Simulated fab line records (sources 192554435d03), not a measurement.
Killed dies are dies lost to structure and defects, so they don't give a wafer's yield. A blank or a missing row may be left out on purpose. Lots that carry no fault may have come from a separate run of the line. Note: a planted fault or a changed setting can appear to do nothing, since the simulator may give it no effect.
The tool behind it: which one? + flow n5_finfet + Sampling: 9 lots, 27 wafers, 4 of 1938 route steps

## WHAT EACH GAUGE READ, for each wafer
N5_BEOL_M9_INSPECT_30: inspects for defects (brightfield).
| lot  | measured     | on                | raw_defect_count |
|------|--------------|-------------------|------------------|
| L999 | day 9 22:15  | defect_inspect-02 | 446 323 376      |
| L100 | day 10 01:16 | defect_inspect-01 | 272 330 461      |
| L110 | day 12 17:38 | defect_inspect-01 | 305 762 738      |
| L111 | day 13 10:47 | defect_inspect-01 | 391 296 307      |
| L112 | day 13 10:52 | defect_inspect-01 | 543 469 449      |
| L116 | day 13 21:52 | defect_inspect-01 | 516 435 379      |
| L118 | day 14 20:51 | defect_inspect-02 | 507 401 555      |
| L120 | day 15 19:44 | defect_inspect-01 | 737 456 724      |
| L121 | day 16 02:58 | defect_inspect-02 | 356 368 390      |

## TOOL THAT RAN EACH LOT (tool first, then ch and the chambers of the sampled wafers, then the start)
| lot  | N5_BEOL_M9_DESCUM_16               | N5_BEOL_M9_ETCH_61                 | N5_BEOL_M9_STRIP_67                |
|------|------------------------------------|------------------------------------|------------------------------------|
| L999 | rie_diel-02 ch 0,1,2, day 9 19:36  | rie_diel-02 ch 0,1,2, day 9 19:38  | rie_diel-02 ch 0,1,2, day 9 19:50  |
| L100 | rie_diel-02 ch 0,2, day 9 23:22    | rie_diel-02 ch 0,2, day 9 23:24    | rie_diel-02 ch 0,2, day 9 23:35    |
| L110 | rie_diel-01 ch 0,2, day 12 16:14   | rie_diel-01 ch 0,2, day 12 16:16   | rie_diel-01 ch 0,2, day 12 16:28   |
| L111 | rie_diel-02 ch 1,2,3, day 13 08:20 | rie_diel-02 ch 1,2,3, day 13 08:22 | rie_diel-02 ch 1,2,3, day 13 08:34 |
| L112 | rie_diel-05 ch 0,1, day 13 08:33   | rie_diel-05 ch 0,1, day 13 08:35   | rie_diel-05 ch 0,1, day 13 08:47   |
| L116 | rie_diel-05 ch 0,1,3, day 13 17:57 | rie_diel-05 ch 0,1,3, day 13 17:59 | rie_diel-05 ch 0,1,3, day 13 18:11 |
| L118 | rie_diel-05 ch 0,1,3, day 14 19:43 | rie_diel-05 ch 0,1,3, day 14 19:45 | rie_diel-05 ch 0,1,3, day 14 19:57 |
| L120 | rie_diel-01 ch 0,1,3, day 15 16:40 | rie_diel-01 ch 0,1,3, day 15 16:42 | rie_diel-01 ch 0,1,3, day 15 16:54 |
| L121 | rie_diel-05 ch 0,1,2, day 16 00:56 | rie_diel-05 ch 0,1,2, day 16 00:58 | rie_diel-05 ch 0,1,2, day 16 01:10 |
- N5_BEOL_M9_DESCUM_16: chemistry O2, time 7.9 s.
- N5_BEOL_M9_ETCH_61: etches SiARC in CF4, target depth 39 nm, time 65 s.
- N5_BEOL_M9_STRIP_67: strips in CF4.

## THE ANSWER, worked out from the rows above alone
Rule: the lots themselves supply what counts as usual. The widest of any qualifying gaps counts: lots, ordered by their means at a reading, are off when they make up no more than a third of the lots, leave a main group of 4 or more, and stand apart from it by 3 or more times the standard deviation of that group's means. If all means in a main group match to the digits the tables above print for the reading, that group is not used. A lot without any number at a reading at which 4 lots or more have one is off too. Any other lot the step has rows for is counted as sound.
No lot is off at any reading shown: from this, nothing can be told.

## WHAT WAS PUT IN BY THE SIMULATOR
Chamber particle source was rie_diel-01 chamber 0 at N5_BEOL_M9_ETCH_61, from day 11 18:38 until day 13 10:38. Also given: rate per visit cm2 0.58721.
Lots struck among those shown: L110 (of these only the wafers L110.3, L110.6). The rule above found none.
